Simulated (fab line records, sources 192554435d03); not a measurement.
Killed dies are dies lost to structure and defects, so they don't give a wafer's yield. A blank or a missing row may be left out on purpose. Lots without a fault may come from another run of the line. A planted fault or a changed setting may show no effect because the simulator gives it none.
Which tool did it? | flow n5_finfet | 24 lots, 72 wafers sampled, at 6 steps of a route of 1938

WHAT THE GAUGES READ, wafer by wafer
N5_BEOL_M5_OVL_MEAS_29.
lot  | measured     | on         | V4_OVL (nm)
L074 | day 8 07:53  | overlay-02 | 0.9 0.1 -0.2
L075 | day 8 13:53  | overlay-02 | 1.2 0.0 0.5
L076 | day 8 20:37  | overlay-01 | -0.2 -0.4 0.5
L079 | day 9 05:14  | overlay-01 | -0.1 0.8 0.3
L077 | day 9 08:10  | overlay-01 | 0.2 -0.5 -0.7
L078 | day 9 10:56  | overlay-02 | 1.1 1.2 -0.1
L080 | day 9 17:16  | overlay-01 | -0.2 -0.1 0.3
L081 | day 10 06:32 | overlay-02 | 0.2 1.0 -0.1
L082 | day 10 13:15 | overlay-02 | 0.8 1.8 1.7
L083 | day 10 22:55 | overlay-01 | 0.4 -0.5 0.0
L084 | day 11 07:45 | overlay-02 | -1.3 0.2 0.0
L086 | day 11 11:22 | overlay-01 | 0.0 -0.3 0.1
L085 | day 11 14:47 | overlay-01 | 0.6 0.3 1.3
L087 | day 11 13:52 | overlay-02 | 1.5 1.0 0.6
L088 | day 11 17:13 | overlay-01 | 1.2 0.6 0.9
L090 | day 12 08:34 | overlay-01 | 0.5 0.6 1.3
L089 | day 12 15:58 | overlay-02 | -0.6 -0.1 -0.4
L091 | day 12 17:31 | overlay-02 | 0.6 0.3 0.6
L092 | day 12 21:25 | overlay-02 | 1.5 2.0 1.2
L094 | day 13 03:38 | overlay-02 | 0.5 1.2 1.7
L093 | day 13 03:43 | overlay-01 | 1.7 1.5 0.7
L095 | day 13 20:34 | overlay-01 | -0.6 0.0 0.3
L096 | day 14 00:17 | overlay-02 | 0.4 0.6 0.3
L097 | day 14 02:55 | overlay-02 | -0.6 -0.6 0.0

N5_BEOL_M6_OVL_MEAS_12.
lot  | measured     | on         | M6_OVL (nm)
L074 | day 8 17:19  | overlay-02 | -0.6 0.1 -0.4
L075 | day 8 23:30  | overlay-02 | -0.6 -0.5 -0.3
L076 | day 9 06:44  | overlay-02 | 1.1 -0.6 0.3
L079 | day 9 18:29  | overlay-02 | -0.7 -0.7 -2.0
L077 | day 9 18:50  | overlay-01 | -1.5 -1.4 -1.5
L078 | day 9 21:30  | overlay-02 | 0.4 0.2 -0.9
L080 | day 10 08:01 | overlay-02 | 0.3 -0.3 -1.0
L081 | day 10 17:58 | overlay-02 | -0.7 -0.3 -0.2
L082 | day 10 23:44 | overlay-01 | -1.2 -0.7 -0.7
L083 | day 11 08:29 | overlay-02 | 0.1 -0.7 -0.6
L084 | day 11 19:32 | overlay-01 | -1.4 -1.2 -0.1
L086 | day 11 21:31 | overlay-02 | -0.9 0.0 0.2
L085 | day 12 01:04 | overlay-02 | -0.1 -0.4 -1.0
L087 | day 12 00:50 | overlay-01 | -0.9 -0.2 -0.5
L088 | day 12 05:12 | overlay-02 | -0.2 0.4 -0.1
L090 | day 12 17:49 | overlay-02 | -0.4 -0.9 -1.0
L089 | day 13 01:31 | overlay-02 | -0.4 -1.3 -0.7
L091 | day 13 05:12 | overlay-02 | -1.0 -1.4 0.1
L092 | day 13 08:19 | overlay-02 | -0.6 -0.6 -1.0
L094 | day 13 16:00 | overlay-02 | -0.1 -0.4 -0.3
L093 | day 13 15:50 | overlay-01 | 0.9 0.2 1.0
L095 | day 14 07:12 | overlay-01 | -1.1 -1.5 -0.7
L096 | day 14 09:09 | overlay-01 | -0.6 -1.0 -0.4
L097 | day 14 19:08 | overlay-01 | -0.9 -1.2 -0.6

WHICH TOOL RAN EACH LOT (tool, then ch and the chambers of the sampled wafers, then the start)
lot  | N5_BEOL_M5_ETCH_61                 | N5_BEOL_M5_ANNEAL_49         | N5_BEOL_M6_PECVD_70             | N5_BEOL_M6_HM_DEP_02
L074 | rie_diel-04 ch 2,3, day 8 06:14    | pvd_sputter-01, day 8 10:06  | pecvd-03 ch 0,1, day 8 16:06    | pvd_sputter-03, day 8 16:47
L075 | rie_diel-03 ch 0,2,3, day 8 08:27  | pvd_sputter-01, day 8 16:26  | pecvd-03 ch 0,1, day 8 22:28    | pvd_sputter-02, day 8 22:59
L076 | rie_diel-03 ch 0,2,3, day 8 19:41  | pvd_sputter-01, day 8 23:13  | pecvd-04 ch 0,2, day 9 05:47    | pvd_sputter-02, day 9 06:13
L079 | rie_diel-04 ch 0,1,2, day 9 03:11  | pvd_sputter-01, day 9 07:08  | pecvd-04 ch 0,1, day 9 14:10    | pvd_sputter-01, day 9 17:57
L077 | rie_diel-01 ch 0,2,3, day 9 06:41  | pvd_sputter-02, day 9 11:43  | pecvd-02 ch 0,1, day 9 17:46    | pvd_sputter-02, day 9 18:19
L078 | rie_diel-03 ch 0,2,3, day 9 10:02  | pvd_sputter-01, day 9 13:36  | pecvd-02 ch 1,2, day 9 19:40    | pvd_sputter-01, day 9 20:58
L080 | rie_diel-04 ch 0,2,3, day 9 12:35  | pvd_sputter-02, day 9 19:28  | pecvd-02 ch 0,1,2, day 10 06:31 | pvd_sputter-02, day 10 07:29
L081 | rie_diel-03 ch 0,2, day 10 04:50   | pvd_sputter-03, day 10 10:04 | pecvd-03 ch 0,1, day 10 16:19   | pvd_sputter-01, day 10 17:34
L082 | rie_diel-04 ch 0,1,3, day 10 12:04 | pvd_sputter-02, day 10 17:03 | pecvd-02 ch 0,2, day 10 23:07   | pvd_sputter-01, day 10 23:13
L083 | rie_diel-03 ch 2,3, day 10 21:58   | pvd_sputter-01, day 11 01:00 | pecvd-02 ch 0,1,2, day 11 07:29 | pvd_sputter-01, day 11 08:04
L084 | rie_diel-03 ch 0,3, day 11 06:36   | pvd_sputter-03, day 11 11:45 | pecvd-03 ch 0,1,2, day 11 18:10 | pvd_sputter-02, day 11 19:01
L086 | rie_diel-04 ch 0,1,3, day 11 08:25 | pvd_sputter-02, day 11 13:34 | pecvd-02 ch 0,1,2, day 11 19:37 | pvd_sputter-01, day 11 20:59
L085 | rie_diel-01 ch 0,1,2, day 11 12:08 | pvd_sputter-03, day 11 17:17 | pecvd-04 ch 0,2, day 11 23:17   | pvd_sputter-01, day 12 00:40
L087 | rie_diel-04 ch 1,3, day 11 12:52   | pvd_sputter-01, day 11 16:16 | pecvd-04 ch 0,2, day 11 22:22   | pvd_sputter-02, day 12 00:18
L088 | rie_diel-03 ch 2,3, day 11 15:43   | pvd_sputter-02, day 11 19:53 | pecvd-04 ch 1,2, day 12 01:53   | pvd_sputter-02, day 12 04:40
L090 | rie_diel-04 ch 1,2,3, day 12 07:38 | pvd_sputter-01, day 12 10:53 | pecvd-04 ch 0,1, day 12 16:55   | pvd_sputter-03, day 12 17:24
L089 | rie_diel-03 ch 0,2, day 12 15:14   | pvd_sputter-03, day 12 18:01 | pecvd-02 ch 1,2, day 13 00:02   | pvd_sputter-01, day 13 00:59
L091 | rie_diel-01 ch 2,3, day 12 15:28   | pvd_sputter-02, day 12 21:50 | pecvd-04 ch 0,1,2, day 13 03:52 | pvd_sputter-02, day 13 04:48
L092 | rie_diel-04 ch 1,3, day 12 18:05   | pvd_sputter-03, day 12 23:40 | pecvd-03 ch 0,1,2, day 13 05:44 | pvd_sputter-03, day 13 07:55
L094 | rie_diel-04 ch 0,2,3, day 13 01:40 | pvd_sputter-01, day 13 07:40 | pecvd-02 ch 1,2, day 13 14:41   | pvd_sputter-03, day 13 15:25
L093 | rie_diel-04 ch 0,1,2, day 13 02:22 | pvd_sputter-02, day 13 07:34 | pecvd-03 ch 0,1,2, day 13 14:16 | pvd_sputter-03, day 13 15:19
L095 | rie_diel-01 ch 1,2,3, day 13 19:15 | pvd_sputter-01, day 13 22:50 | pecvd-03 ch 0,1, day 14 05:03   | pvd_sputter-02, day 14 06:47
L096 | rie_diel-01 ch 0,1,2, day 13 22:16 | pvd_sputter-02, day 14 02:01 | pecvd-03 ch 1,2, day 14 08:01   | pvd_sputter-01, day 14 08:45
L097 | rie_diel-01 ch 0,2,3, day 14 01:43 | pvd_sputter-02, day 14 07:13 | pecvd-02 ch 0,2, day 14 13:22   | pvd_sputter-02, day 14 13:44
- N5_BEOL_M5_ETCH_61: etches SiARC in CF4, target depth 15.6 nm, time 26 s.
- N5_BEOL_M5_ANNEAL_49: time 1800 s.
- N5_BEOL_M6_PECVD_70: deposits SiO2 from TEOS/O2, target thk 20 nm, time 22.7 s.
- N5_BEOL_M6_HM_DEP_02: deposits TiN, target thk 20 nm.

WHAT THE TOOLS THEMSELVES READ (means of the sampled wafers that have a number; where no wafer has one, the mark that the record gives instead)
N5_BEOL_M5_ETCH_61.
lot  | tool        | drypump_motor_current_A (A) | etch_rf_on_time_s (s) | oes_product_au (a.u.) | rf_vpp_V (V) | showerhead_plenum_p_Torr (Torr) | throttle_valve_pct (%)
L074 | rie_diel-04 | 6.5                         | 25.7                  | 0.60                  | 182.8        | 2.07                            | 15.63
L075 | rie_diel-03 | 5.7                         | 25.5                  | 0.69                  | 184.3        | 2.16                            | 15.50
L076 | rie_diel-03 | 5.6                         | 26.1                  | 0.68                  | 183.6        | 2.16                            | 15.51
L079 | rie_diel-04 | 5.6                         | 25.5                  | 0.69                  | 184.1        | 2.17                            | 15.69
L077 | rie_diel-01 | 6.2                         | 25.6                  | 0.77                  | 184.5        | 2.15                            | 15.41
L078 | rie_diel-03 | 5.6                         | 25.5                  | 0.68                  | 184.1        | 2.15                            | 15.51
L080 | rie_diel-04 | 6.1                         | 26.0                  | 0.61                  | 183.8        | 2.12                            | 15.72
L081 | rie_diel-03 | 5.4                         | 25.8                  | 0.62                  | 183.5        | 2.10                            | 15.70
L082 | rie_diel-04 | 5.8                         | 25.8                  | 0.66                  | 184.3        | 2.15                            | 15.61
L083 | rie_diel-03 | 5.8                         | 25.6                  | 0.66                  | 184.7        | 2.18                            | 15.61
L084 | rie_diel-03 | 5.5                         | 25.9                  | 0.65                  | 184.6        | 2.12                            | 15.46
L086 | rie_diel-04 | 5.8                         | 25.8                  | 0.66                  | 183.9        | 2.15                            | 15.63
L085 | rie_diel-01 | 5.7                         | 25.4                  | 0.78                  | 184.5        | 2.18                            | 15.46
L087 | rie_diel-04 | 6.3                         | 25.8                  | 0.64                  | 183.0        | 2.08                            | 15.56
L088 | rie_diel-03 | 5.7                         | 26.2                  | 0.65                  | 184.7        | 2.17                            | 15.63
L090 | rie_diel-04 | 6.1                         | 25.6                  | 0.73                  | 183.6        | 2.11                            | 15.49
L089 | rie_diel-03 | 5.3                         | 26.0                  | 0.60                  | 184.0        | 2.10                            | 15.73
L091 | rie_diel-01 | 6.4                         | 25.4                  | 0.73                  | 183.0        | 2.09                            | 15.51
L092 | rie_diel-04 | 5.9                         | 25.5                  | 0.70                  | 183.6        | 2.13                            | 15.54
L094 | rie_diel-04 | 6.1                         | 25.8                  | 0.68                  | 184.6        | 2.12                            | 15.60
L093 | rie_diel-04 | 5.6                         | 25.8                  | 0.74                  | 184.8        | 2.17                            | 15.58
L095 | rie_diel-01 | 5.8                         | 25.6                  | 0.72                  | 183.9        | 2.11                            | 15.52
L096 | rie_diel-01 | 5.7                         | 25.3                  | 0.76                  | 185.0        | 2.17                            | 15.49
L097 | rie_diel-01 | 6.2                         | 25.6                  | 0.71                  | 183.8        | 2.13                            | 15.48

N5_BEOL_M5_ANNEAL_49.
lot  | tool           | heater_power_w (W)
L074 | pvd_sputter-01 | 795
L075 | pvd_sputter-01 | 723
L076 | pvd_sputter-01 | 780
L079 | pvd_sputter-01 | 778
L077 | pvd_sputter-02 | 856
L078 | pvd_sputter-01 | 757
L080 | pvd_sputter-02 | 765
L081 | pvd_sputter-03 | 767
L082 | pvd_sputter-02 | 735
L083 | pvd_sputter-01 | 737
L084 | pvd_sputter-03 | 734
L086 | pvd_sputter-02 | 818
L085 | pvd_sputter-03 | 743
L087 | pvd_sputter-01 | 828
L088 | pvd_sputter-02 | 845
L090 | pvd_sputter-01 | 824
L089 | pvd_sputter-03 | 791
L091 | pvd_sputter-02 | 797
L092 | pvd_sputter-03 | 729
L094 | pvd_sputter-01 | 785
L093 | pvd_sputter-02 | 771
L095 | pvd_sputter-01 | 824
L096 | pvd_sputter-02 | 774
L097 | pvd_sputter-02 | 803

N5_BEOL_M6_PECVD_70.
lot  | tool     | heater_power_w (W) | showerhead_plenum_p_Torr (Torr) | throttle_valve_pct (%)
L074 | pecvd-03 | 621                | 8.80                            | 24.3
L075 | pecvd-03 | 571                | 8.80                            | 24.4
L076 | pecvd-04 | 804                | 8.82                            | 21.0
L079 | pecvd-04 | 873                | 8.80                            | 20.8
L077 | pecvd-02 | 752                | 8.79                            | 22.3
L078 | pecvd-02 | 751                | 8.77                            | 22.0
L080 | pecvd-02 | 677                | 8.79                            | 21.7
L081 | pecvd-03 | 582                | 8.78                            | 24.3
L082 | pecvd-02 | 669                | 8.81                            | 21.6
L083 | pecvd-02 | 679                | 8.79                            | 22.0
L084 | pecvd-03 | 666                | 8.80                            | 23.7
L086 | pecvd-02 | 720                | 8.79                            | 21.7
L085 | pecvd-04 | 869                | 8.80                            | 20.5
L087 | pecvd-04 | 839                | 8.82                            | 20.7
L088 | pecvd-04 | 836                | 8.72                            | 21.4
L090 | pecvd-04 | 860                | 8.75                            | 21.4
L089 | pecvd-02 | 605                | 8.79                            | 21.2
L091 | pecvd-04 | 910                | 8.78                            | 21.0
L092 | pecvd-03 | 713                | 8.77                            | 23.8
L094 | pecvd-02 | 707                | 8.81                            | 21.3
L093 | pecvd-03 | 696                | 8.79                            | 23.6
L095 | pecvd-03 | 658                | 8.79                            | 24.5
L096 | pecvd-03 | 730                | 8.77                            | 24.2
L097 | pecvd-02 | 608                | 8.81                            | 21.8

N5_BEOL_M6_HM_DEP_02.
lot  | tool           | throttle_valve_pct (%)
L074 | pvd_sputter-03 | 30.6
L075 | pvd_sputter-02 | 29.6
L076 | pvd_sputter-02 | 29.3
L079 | pvd_sputter-01 | 29.7
L077 | pvd_sputter-02 | 29.1
L078 | pvd_sputter-01 | 31.1
L080 | pvd_sputter-02 | 29.3
L081 | pvd_sputter-01 | 30.6
L082 | pvd_sputter-01 | 29.9
L083 | pvd_sputter-01 | 29.6
L084 | pvd_sputter-02 | 29.1
L086 | pvd_sputter-01 | 30.2
L085 | pvd_sputter-01 | 30.5
L087 | pvd_sputter-02 | 28.7
L088 | pvd_sputter-02 | 28.8
L090 | pvd_sputter-03 | 30.3
L089 | pvd_sputter-01 | 30.9
L091 | pvd_sputter-02 | 28.8
L092 | pvd_sputter-03 | 30.4
L094 | pvd_sputter-03 | 30.0
L093 | pvd_sputter-03 | 30.1
L095 | pvd_sputter-02 | 28.8
L096 | pvd_sputter-01 | 30.0
L097 | pvd_sputter-02 | 28.8

THE ANSWER, worked out from the rows above alone
Rule: what is usual is taken from the lots themselves. Put in order of their means at a reading, lots are off if they are a third of the lots or fewer, leave a main group of 4 or more, and stand apart from it by a gap of 3 or more times the standard deviation of the main group's means; of several such gaps the widest counts. A main group whose means are all the same, to the digits that the tables above print for the reading, isn't used. A lot without any number at a reading at which 4 lots or more have one is off too. The other lots that the step has rows for count as sound. The gauges are gone through in route order, then the tools' own readings, and for those a lot's mean is taken as printed above. The first step at which some lot is off is used, and at that step the reading that is off furthest; a lot without a number counts as furthest.
No lot is off at any reading shown: from this, nothing can be told.

WHAT THE SIMULATOR HAD PUT IN
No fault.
